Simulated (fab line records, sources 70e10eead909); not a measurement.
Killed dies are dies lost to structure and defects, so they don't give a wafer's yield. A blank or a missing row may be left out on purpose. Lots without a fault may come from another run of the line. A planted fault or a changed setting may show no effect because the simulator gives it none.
fab line records | flow nand_harc | part 1 of 2: steps 1 to 19 of 35
record lots=5 wafers=15 last_day=31
route steps=1302 shown P_GATE@139
lots that met no fault: from a run of the same line without faults
start_h: hours from the record's first day to the start of the lot's first wafer shown | wait_h: hours since the lot's step before | " the same as in the row above | L1.1+2: a row that stands for several wafers | - no value, or no start given | * or withheld: withheld | < > ~ a bound
route shown NAME@n: a module of which the file shows steps, and the number in the route of the first | usual: mean/standard deviation of fault-free wafers | same: alike in all rows | chamber/n: place in a boat | sites: the reading at each site | _std_site: their standard deviation | _edge_site: outer sites' mean less inner sites' | radius_mm: how far each site lies from the wafer's centre | mask NAME#n: copy n | behind: the tool/chamber that last shaped the wafer | hold: why the lot was held/for how many hours/how that ended | device: the transistor (n, p or np) that didn't switch | end of line: the same wafers' tests at the end of the route | a step without rows: its recipe alone | killed: dies lost to structure and defects at the first sort, not the wafer's yield | map: a wafer's dies, x killed, . not, _ none there
set.NAME: the setting as run; set.NAME@STEP: as run at that earlier step | model.NAME: the simulator's own value behind a step, which no gauge read
lots at some steps of the route; a table a step, a row a wafer
services: from which hour (start_h, from the record's first day; less than 0 if before it) a tool's chamber was out of use, for how many hours, and why
## steps
# step NHARC_P_GATE_PEB_24
# recipe peb_temp_c=100 peb_time_s=65
# columns lot.wafer tool chamber start_h wait_h
L079.1+2+4 litho_track-01 0 146.42 0.1
L084.1+2+3 litho_track-06 0 197.49 0.1
L089.3+4+6 litho_track-06 0 243.90 0.0
L092.2+3+5 litho_track-04 0 283.27 0.1
L094.3+4+5 litho_track-01 0 295.80 0.0
# step NHARC_P_GATE_DEVELOP_25
# recipe develop_time_s=35 dev_temp_c=23
# same develop_time_s=35
# columns lot.wafer tool chamber start_h wait_h
L079.1+2+4 litho_track-01 0 - -
L084.1+2+3 litho_track-06 0 - -
L089.3+4+6 litho_track-06 0 - -
L092.2+3+5 litho_track-04 0 - -
L094.3+4+5 litho_track-01 0 - -
# step NHARC_P_GATE_CD_MEAS_26
# recipe target_cd_nm=120 landing_energy_ev=500
# usual cd_nm=120.1/0.51
# columns lot.wafer tool chamber start_h wait_h cd_nm
L079.1 cd_sem-02 0 146.50 - 119.9
L079.2 " 0 " " 119.9
L079.4 " 0 " " 120.2
L084.1 cd_sem-03 0 197.57 - 119.6
L084.2 " 0 " " 119.2
L084.3 " 0 " " 119.9
L089.3 cd_sem-01 0 243.98 - 119.4
L089.4 " 0 " " 119.7
L089.6 " 0 " " 119.7
L092.2 cd_sem-01 0 283.35 - 119.6
L092.3 " 0 " " 119.4
L092.5 " 0 " " 120.0
L094.3 cd_sem-03 0 295.88 - 119.9
L094.4 " 0 " " 120.7
L094.5 " 0 " " 120.4
# step NHARC_P_GATE_OVL_MEAS_27
# usual overlay_x_nm=0.3/0.64 overlay_y_nm=0.0/0.82
# columns lot.wafer tool chamber start_h wait_h overlay_x_nm overlay_y_nm
L079.1 overlay-01 - 146.58 - -0.5 0.1
L079.2 " - " " -0.2 -0.4
L079.4 " - " " -0.9 0.1
L084.1 overlay-02 - 197.66 - -0.4 0.2
L084.2 " - " " 0.0 0.5
L084.3 " - " " 0.1 0.0
L089.3 overlay-02 - 244.06 - 0.8 0.3
L089.4 " - " " 0.8 0.1
L089.6 " - " " 1.2 0.3
L092.2 overlay-01 - 283.43 - 1.3 -0.1
L092.3 " - " " 1.6 0.1
L092.5 " - " " 1.4 -0.1
L094.3 overlay-02 - 295.96 - 0.0 -0.4
L094.4 " - " " 0.1 -0.9
L094.5 " - " " -1.1 -0.4
# step NHARC_P_GATE_INSPECT_28
# usual raw_defect_count=6.5/3
# columns lot.wafer tool chamber start_h wait_h raw_defect_count
L079.1 defect_inspect-02 - 146.62 0.0 7
L079.2 " - " " 3
L079.4 " - " " 4
L084.1 defect_inspect-02 - 197.69 0.0 14
L084.2 " - " " 10
L084.3 " - " " 12
L089.3 defect_inspect-01 - 244.10 0.0 7
L089.4 " - " " 4
L089.6 " - " " 8
L092.2 defect_inspect-01 - 283.47 0.0 9
L092.3 " - " " 4
L092.5 " - " " 9
L094.3 defect_inspect-02 - 296.00 0.0 7
L094.4 " - " " 8
L094.5 " - " " 4
# step NHARC_P_GATE_DESCUM_31
# recipe time_s=3 o2_flow_sccm=200 ar_flow_sccm=0 bias_power_w=0 chemistry=O2
# usual drypump_motor_current_A=5.8/0.46 oes_product_au=1.001/0.008 rf_vpp_V=58.0/0.87 showerhead_plenum_p_Torr=1.95/0.079 throttle_valve_pct=11.311/0.0086
# columns lot.wafer tool chamber start_h wait_h drypump_motor_current_A oes_product_au rf_hours_counter_h rf_vpp_V showerhead_plenum_p_Torr throttle_valve_pct
L079.1 rie_diel-05 1 146.68 0.1 6.0 1.002 4.4 58.6 1.91 11.316
L079.2 " 2 " " 5.7 1.009 5.7 59.0 2.07 11.312
L079.4 " 0 " " 5.4 1.003 3.4 56.6 2.01 11.303
L084.2 rie_diel-03 1 197.76 0.1 6.2 1.012 3.9 58.2 1.90 11.293
L084.3 " 2 " " 5.0 1.015 3.6 58.5 1.92 11.308
L084.1 " 3 " " 5.6 1.013 3.2 57.2 1.89 11.308
L089.3 rie_diel-05 0 244.17 0.1 5.4 1.000 1.0 58.9 2.01 11.319
L089.4 " 1 " " 6.0 1.004 1.0 57.6 1.91 11.296
L089.6 " 0 " " 5.4 1.008 - 59.0 2.01 11.303
L092.3 rie_diel-05 0 283.54 0.1 5.5 1.008 3.5 58.5 2.01 11.316
L092.2 " 1 " " 6.0 0.996 3.4 57.3 1.91 11.324
L092.5 " 3 " " 5.5 1.006 - 56.8 2.04 11.305
L094.3 rie_diel-04 3 296.08 0.1 5.6 0.989 3.3 57.3 1.92 11.308
L094.4 " 0 " " 6.6 0.992 3.4 56.7 1.87 11.300
L094.5 " 2 " " 6.0 1.008 - 57.4 1.79 11.325
# step NHARC_P_GATE_ETCH_104
# recipe target_depth_a=600 time_s=withheld cf4_flow_sccm=100 chf3_flow_sccm=30 ar_flow_sccm=0 rf_w=500 bias_w=200 chemistry=CF4/CHF3
# usual bias_w=200.1/0.6 drypump_motor_current_A=5.8/0.46 oes_product_au=0.946/0.024 rf_vpp_V=371.5/2.2 showerhead_plenum_p_Torr=1.60/0.063 throttle_valve_pct=16.803/0.0099
# columns lot.wafer tool chamber start_h wait_h bias_w drypump_motor_current_A oes_product_au rf_vpp_V showerhead_plenum_p_Torr throttle_valve_pct
L079.1 rie_diel-05 2 146.77 0.1 200.1 5.6 0.933 374.5 1.69 16.785
L079.2 " 0 " " 199.8 5.5 0.927 371.2 1.65 16.782
L079.4 " 1 " " 200.9 6.0 0.918 371.0 1.57 16.811
L084.1 rie_diel-03 1 197.84 0.1 201.2 6.1 0.928 370.2 1.56 16.795
L084.2 " 2 " " 199.3 5.0 0.932 371.0 1.58 16.814
L084.3 " 3 " " 199.3 5.6 0.925 370.0 1.55 16.817
L089.3 rie_diel-05 0 244.25 0.1 200.1 5.5 0.965 371.5 1.65 16.789
L089.4 " 1 " " 200.1 6.0 0.983 370.8 1.57 16.794
L089.6 " 0 " " 199.3 5.5 0.965 372.9 1.65 16.783
L092.2 rie_diel-05 0 283.63 0.1 199.2 5.5 0.959 374.5 1.65 16.795
L092.3 " 3 " " 199.9 5.5 0.952 374.1 1.67 16.795
L092.5 " 1 " " 201.2 6.0 0.952 370.6 1.57 16.818
L094.4 rie_diel-04 3 296.14 0.1 200.1 5.6 0.919 370.5 1.58 16.802
L094.3 " 0 " " 199.5 6.6 0.928 368.8 1.54 16.812
L094.5 " 3 " " 199.8 5.6 0.915 370.5 1.58 16.812
# step NHARC_P_GATE_HM_OPEN_105
# recipe target_depth_a=3600 o2_flow_sccm=400 cos_flow_sccm=20 ar_flow_sccm=0 rf_w=500 bias_w=300 chemistry=O2/COS
# usual bias_w=300.1/0.88 drypump_motor_current_A=5.8/0.46 oes_product_au=1.000/0.0072 rf_vpp_V=468.3/2.6 showerhead_plenum_p_Torr=3.17/0.12 throttle_valve_pct=28.330/0.0092
# columns lot.wafer tool chamber start_h wait_h bias_w drypump_motor_current_A oes_product_au rf_hours_counter_h rf_vpp_V showerhead_plenum_p_Torr throttle_valve_pct
L079.1 rie_diel-05 3 - - 300.0 5.5 1.000 4.7 471.5 3.32 28.332
L079.4 " 0 " " 300.8 5.4 0.995 3.4 470.1 3.28 28.327
L079.2 " 2 " " 298.9 5.7 1.001 5.7 471.2 3.36 28.329
L084.3 rie_diel-03 1 - - 299.8 6.2 0.996 3.9 467.5 3.09 28.340
L084.1 " 2 " " 298.4 4.9 1.004 3.7 466.9 3.13 28.332
L084.2 " 3 " " 301.1 5.6 0.985 3.2 466.3 3.08 28.325
L089.4 rie_diel-05 1 - - 299.5 6.0 1.006 1.0 467.8 3.12 28.325
L089.3 " 2 " " 299.0 5.7 1.006 0.6 471.0 3.36 28.341
L089.6 " 0 " " 300.3 5.5 1.011 - 472.4 3.27 28.328
L092.2 rie_diel-05 3 - - 300.6 5.5 0.992 3.4 469.9 3.31 28.338
L092.3 " 0 " " 300.6 5.5 1.007 3.5 470.9 3.27 28.327
L092.5 " 1 " " 300.2 6.0 0.996 - 465.5 3.12 28.323
L094.4 rie_diel-04 0 - - 300.3 6.7 0.996 3.5 465.2 3.05 28.334
L094.3 " 3 " " 301.4 5.7 0.982 3.3 465.6 3.13 28.329
L094.5 " 0 " " 299.4 6.7 0.992 - 465.1 3.05 28.336
# step NHARC_P_GATE_STRIP_106
# recipe o2_flow_sccm=400 cos_flow_sccm=20 ar_flow_sccm=0 bias_w=0 chemistry=O2/COS
# columns lot.wafer tool chamber start_h wait_h
L079.1+2+4 rie_diel-05 0,1,3 - -
L084.2+3+1 rie_diel-03 0,1,2 - -
L089.4+3+6 rie_diel-05 2,1,2 - -
L092.3+2+5 rie_diel-05 3,0,3 - -
L094.3+4+5 rie_diel-04 1,3,1 - -
# step NHARC_P_GATE_ETCH_114
# recipe target_depth_a=300 overetch_a=30 time_s=16.5 ion_energy_ev=100 cf4_flow_sccm=80 o2_flow_sccm=20 ar_flow_sccm=0 rf_w=300 bias_w=100 chemistry=CF4/O2
# usual bias_w=100.0/0.34 drypump_motor_current_A=5.8/0.46 oes_product_au=1.000/0.0075 rf_vpp_V=198.3/1.3 showerhead_plenum_p_Torr=1.36/0.053 throttle_valve_pct=13.396/0.0093
# columns lot.wafer tool chamber start_h wait_h bias_w drypump_motor_current_A oes_product_au rf_hours_counter_h rf_vpp_V showerhead_plenum_p_Torr throttle_valve_pct
L079.1 rie_diel-05 2 - - 100.1 5.7 1.015 5.7 201.1 1.44 13.398
L079.2 " 3 " " 99.8 5.5 0.997 4.8 199.4 1.42 13.383
L079.4 " 0 " " 99.0 5.4 1.000 3.5 197.2 1.40 13.405
L084.2 rie_diel-03 2 - - 100.2 5.0 1.001 3.7 197.6 1.34 13.386
L084.3 " 3 " " 100.0 5.6 0.998 3.2 197.7 1.32 13.385
L084.1 " 0 " " 100.2 6.6 1.003 3.4 198.7 1.39 13.415
L089.4 rie_diel-05 1 - - 99.8 6.0 0.999 1.1 196.8 1.33 13.388
L089.3 " 2 " " 99.4 5.7 0.990 0.6 200.0 1.44 13.394
L089.6 " 1 " " 100.0 6.0 1.002 - 197.6 1.33 13.380
L092.3 rie_diel-05 3 - - 99.7 5.5 0.996 3.5 199.6 1.42 13.389
L092.2 " 0 " " 100.3 5.4 1.001 3.5 198.8 1.40 13.392
L092.5 " 3 " " 100.1 5.5 1.000 - 199.8 1.42 13.404
L094.3 rie_diel-04 3 - - 100.2 5.6 0.989 3.3 198.0 1.34 13.395
L094.4 " 1 " " 100.2 5.5 0.994 3.1 197.9 1.42 13.409
L094.5 " 3 " " 100.3 5.6 1.000 - 197.1 1.34 13.412
# step NHARC_P_GATE_ETCH_32
# recipe target_depth_a=1500 over_etch_frac=1 over_etch_ion_energy_ev=40 time_s=100.1 hbr_flow_sccm=150 cl2_flow_sccm=50 rf_w=400 icp_w=400 bias_w=100 chemistry=HBr/Cl2
# usual bias_w=100.03/0.29 drypump_motor_current_A=5.7/0.51 hbr_flow_sccm=150.0/0.4 he_backside_leak_sccm=2.74/0.28 oes_product_au=1.001/0.0074 throttle_valve_pct=26.405/0.0086
# columns lot.wafer tool chamber start_h wait_h bias_w drypump_motor_current_A hbr_flow_sccm he_backside_leak_sccm oes_product_au rf_hours_counter_h throttle_valve_pct
L079.2 rie_si-05 0 147.20 - 100.47 5.5 150.7 2.75 1.011 0.0 26.410
L079.1 " 1 " " 100.15 5.2 149.7 2.90 1.004 0.0 26.408
L079.4 " 2 " " 100.11 5.3 150.0 2.67 1.008 0.1 26.417
L084.3 rie_si-05 1 198.21 - 100.07 5.2 150.1 3.03 0.993 0.4 26.412
L084.2 " 3 " " 99.68 5.4 149.9 2.86 1.006 0.4 26.411
L084.1 " 0 " " 99.93 5.5 149.9 2.82 1.011 0.4 26.398
L089.3 rie_si-05 0 244.62 - 99.97 5.5 150.6 2.73 1.000 0.6 26.399
L089.4 " 3 " " 99.94 5.4 150.4 2.69 1.015 0.7 26.416
L089.6 " 0 " " 99.68 5.5 149.8 2.53 0.995 - 26.396
L092.2 rie_si-01 2 284.09 - 100.04 6.5 149.1 2.91 0.995 0.5 26.419
L092.3 " 3 " " 99.95 6.4 150.0 2.30 0.995 0.5 26.403
L092.5 " 1 " " 99.97 4.7 149.6 2.73 0.994 - 26.418
L094.4 rie_si-04 0 296.55 - 100.49 5.9 150.2 2.89 1.007 0.7 26.416
L094.3 " 1 " " 100.16 5.8 150.0 2.38 1.007 0.6 26.418
L094.5 " 2 " " 99.65 6.4 150.1 3.03 0.994 - 26.406
# step NHARC_P_GATE_STRIP_108
# recipe o2_flow_sccm=500 ar_flow_sccm=0 bias_w=0 chemistry=O2
# usual drypump_motor_current_A=5.9/0.49 oes_product_au=0.999/0.0086 rf_vpp_V=57.9/0.8 showerhead_plenum_p_Torr=3.56/0.14 throttle_valve_pct=17.037/0.0083
# same bias_w=0
# columns lot.wafer tool chamber start_h wait_h drypump_motor_current_A oes_product_au rf_hours_counter_h rf_vpp_V showerhead_plenum_p_Torr throttle_valve_pct
L079.2 rie_diel-04 1 147.38 - 5.5 0.976 10 58.5 3.75 17.048
L079.4 " 2 " " 6.1 1.011 9 57.0 3.31 17.055
L079.1 " 3 " " 5.6 0.985 10 58.6 3.54 17.028
L084.2 rie_diel-04 1 198.37 - 5.6 0.985 0 58.8 3.75 17.034
L084.1 " 3 " " 5.6 0.988 0 58.3 3.54 17.024
L084.3 " 0 " " 6.6 0.996 0 57.6 3.45 17.027
L089.4 rie_diel-04 2 244.78 - 6.0 0.991 2 58.2 3.31 17.042
L089.3 " 1 " " 5.6 0.982 2 57.4 3.75 17.053
L089.6 " 3 " " 5.6 0.994 - 57.0 3.54 17.032
L092.2 rie_diel-03 1 284.22 - 6.2 1.011 10 57.6 3.49 17.021
L092.3 " 2 " " 5.0 1.012 9 56.4 3.54 17.041
L092.5 " 2 " " 5.0 1.014 - 57.5 3.54 17.030
L094.4 rie_diel-04 2 296.70 - 6.0 0.994 3 58.2 3.31 17.044
L094.3 " 3 " " 5.7 0.995 3 58.6 3.54 17.039
L094.5 " 1 " " 5.5 0.991 - 58.3 3.75 17.035
# step NHARC_P_GATE_CD_MEAS_33
# usual cd_nm=121.5/1.8
# columns lot.wafer tool chamber start_h wait_h cd_nm
L079.1 cd_sem-01 - 147.54 - 121.1
L079.2 " - " " 122.0
L079.4 " - " " 119.8
L084.1 cd_sem-03 - 198.55 - 119.2
L084.2 " - " " 123.6
L084.3 " - " " 119.3
L089.3 cd_sem-01 - 244.96 - 120.3
L089.4 " - " " 118.6
L089.6 " - " " 119.9
L092.2 cd_sem-02 - 284.40 - 121.0
L092.3 " - " " 119.9
L092.5 " - " " 121.0
L094.3 cd_sem-01 - 296.86 - 123.4
L094.4 " - " " 122.1
L094.5 " - " " 124.2
# step NHARC_P_GATE_STRIP_35
# recipe time_s=600 temp_c=130 chemistry=SPM
# columns lot.wafer tool chamber start_h wait_h
L079.1+4+2 wet_bench-09 2,3,6 147.63 0.1
L084.1+2+3 wet_bench-07 7,0,2 198.64 0.1
L089.4+3+6 wet_bench-03 2,4,7 245.04 0.1
L092.2+3+5 wet_bench-07 4,7,1 284.48 0.1
L094.5+3+4 wet_bench-09 1,3,6 296.94 0.1
# step NHARC_P_GATE_PRECLEAN_73
# recipe time_s=* temp_c=50 bath_age_min=0 chemistry=SC1
# usual diw_flow_mL_min=1415/4.1
# columns lot.wafer tool chamber start_h wait_h diw_flow_mL_min
L079.1 wet_bench-09 2 - - 1414
L079.4 " 3 " " 1410
L079.2 " 6 " " 1413
L084.1 wet_bench-07 7 - - 1413
L084.2 " 0 " " 1419
L084.3 " 2 " " 1416
L089.4 wet_bench-03 2 - - 1414
L089.3 " 4 " " 1415
L089.6 " 7 " " 1415
L092.2 wet_bench-07 4 - - 1413
L092.3 " 7 " " 1416
L092.5 " 1 " " 1421
L094.5 wet_bench-09 1 - - 1409
L094.3 " 3 " " 1417
L094.4 " 6 " " 1419
# step NHARC_P_GATE_SRD_74
# columns lot.wafer tool chamber start_h wait_h
L079.1+4+2 wet_bench-09 2,3,6 - -
L084.1+2+3 wet_bench-07 7,0,2 - -
L089.4+3+6 wet_bench-03 2,4,7 - -
L092.2+3+5 wet_bench-07 4,7,1 - -
L094.5+3+4 wet_bench-09 1,3,6 - -
# step NHARC_P_GATE_ALD_36
# recipe target_thk_a=200 pulse_time_s=60 ald_cycles=223 temp_c=400 material=SiNx
# usual heater_power_w=860/90 precursor_pulse_height_rel=0.998/0.019
# same pulse_time_s=60
# columns lot.wafer tool chamber start_h wait_h heater_power_w precursor_pulse_height_rel
L079.1 ald_sin-04 2 147.99 - 759 1.003
L079.4 " 3 149.05 - 863 0.955
L079.2 " 0 150.11 - 785 0.979
L084.2 ald_sin-04 3 199.00 - 865 1.013
L084.1 " 1 201.13 - 752 1.005
L084.3 " 2 202.20 - 767 1.001
L089.4 ald_sin-02 2 246.47 - 849 1.000
L089.3 " 3 247.53 - 1102 1.015
L089.6 " 1 249.64 - 914 1.031
L092.3 ald_sin-02 3 285.90 - 1129 1.014
L092.2 " 0 286.95 - 841 1.019
L092.5 " 3 290.11 - 1098 0.983
L094.3 ald_sin-04 0 298.36 - 861 1.017
L094.4 " 2 300.45 - 762 0.986
L094.5 " 0 302.55 - 863 1.025
# step NHARC_P_GATE_ETCHBACK_37
# recipe target_depth_a=345 time_s=17.2 chf3_flow_sccm=50 o2_flow_sccm=10 ar_flow_sccm=200 rf_w=500 bias_w=200 chemistry=CHF3/O2
# usual bias_w=200.0/0.64 drypump_motor_current_A=5.9/0.48 oes_product_au=0.944/0.028 rf_vpp_V=371.4/2.3 showerhead_plenum_p_Torr=2.43/0.096 throttle_valve_pct=20.572/0.0088
# columns lot.wafer tool chamber start_h wait_h bias_w drypump_motor_current_A oes_product_au rf_hours_counter_h rf_vpp_V showerhead_plenum_p_Torr throttle_valve_pct
L079.1 rie_diel-03 0 - - 200.0 6.5 1.011 2.1 373.0 2.50 20.572
L079.4 " 1 " " 199.2 6.2 1.001 2.8 369.9 2.38 20.564
L079.2 " 2 " " 199.6 5.0 0.992 2.6 371.6 2.41 20.574
L084.3 rie_diel-04 0 - - 200.5 6.6 0.927 0.2 369.3 2.35 20.565
L084.2 " 1 " " 200.1 5.5 0.914 0.2 373.0 2.56 20.573
L084.1 " 2 " " 200.1 6.0 0.927 0.3 368.0 2.25 20.576
L089.3 rie_diel-04 0 - - 200.6 6.6 0.920 2.2 371.0 2.35 20.563
L089.4 " 1 " " 200.0 5.5 0.918 1.7 374.3 2.56 20.560
L089.6 " 3 " " 200.6 5.6 0.923 - 372.1 2.41 20.574
L092.3 rie_diel-05 3 - - 199.0 5.5 0.925 3.7 373.5 2.55 20.591
L092.2 " 1 " " 199.6 6.0 0.923 3.7 371.5 2.40 20.575
L092.5 " 1 " " 198.8 6.1 0.922 - 370.9 2.40 20.553
L094.3 rie_diel-03 1 - - 200.4 6.2 0.989 0.5 371.3 2.38 20.576
L094.4 " 2 " " 199.9 5.0 0.997 1.0 373.1 2.41 20.560
L094.5 " 0 " " 199.6 6.6 0.996 - 373.2 2.50 20.564
# step NHARC_P_GATE_STRIP_101
# recipe time_s=20 o2_flow_sccm=500 ar_flow_sccm=0 bias_w=0 chemistry=O2
# usual drypump_motor_current_A=5.9/0.49 oes_product_au=0.999/0.0093 rf_vpp_V=57.9/0.86 showerhead_plenum_p_Torr=3.57/0.14 throttle_valve_pct=17.037/0.0088
# same bias_w=0
# columns lot.wafer tool chamber start_h wait_h drypump_motor_current_A oes_product_au rf_hours_counter_h rf_vpp_V showerhead_plenum_p_Torr throttle_valve_pct
L079.2 rie_diel-03 3 157.61 0.1 5.6 1.006 1.9 57.0 3.48 17.040
L079.4 " 1 " " 6.2 1.006 2.8 57.7 3.50 17.042
L079.1 " 2 " " 4.9 1.009 2.6 59.4 3.54 17.043
L084.2 rie_diel-04 2 208.69 0.1 6.0 0.996 0.3 56.7 3.31 17.042
L084.3 " 3 " " 5.6 1.004 0.3 56.9 3.54 17.044
L084.1 " 0 " " 6.7 1.008 0.2 57.8 3.45 17.038
L089.4 rie_diel-04 3 255.02 0.1 5.6 0.978 2.2 58.7 3.54 17.041
L089.3 " 1 " " 5.5 0.991 1.7 59.3 3.75 17.044
L089.6 " 0 " " 6.6 0.995 - 58.3 3.45 17.038
L092.2 rie_diel-05 0 294.44 0.1 5.5 0.998 3.8 58.5 3.70 17.040
L092.3 " 3 " " 5.5 0.991 3.7 57.7 3.74 17.044
L092.5 " 3 " " 5.5 0.995 - 57.4 3.74 17.051
L094.4 rie_diel-03 1 306.86 0.1 6.2 0.998 0.5 58.5 3.49 17.026
L094.3 " 3 " " 5.6 0.994 1.0 57.1 3.48 17.022
L094.5 " 1 " " 6.2 0.996 - 58.2 3.49 17.023
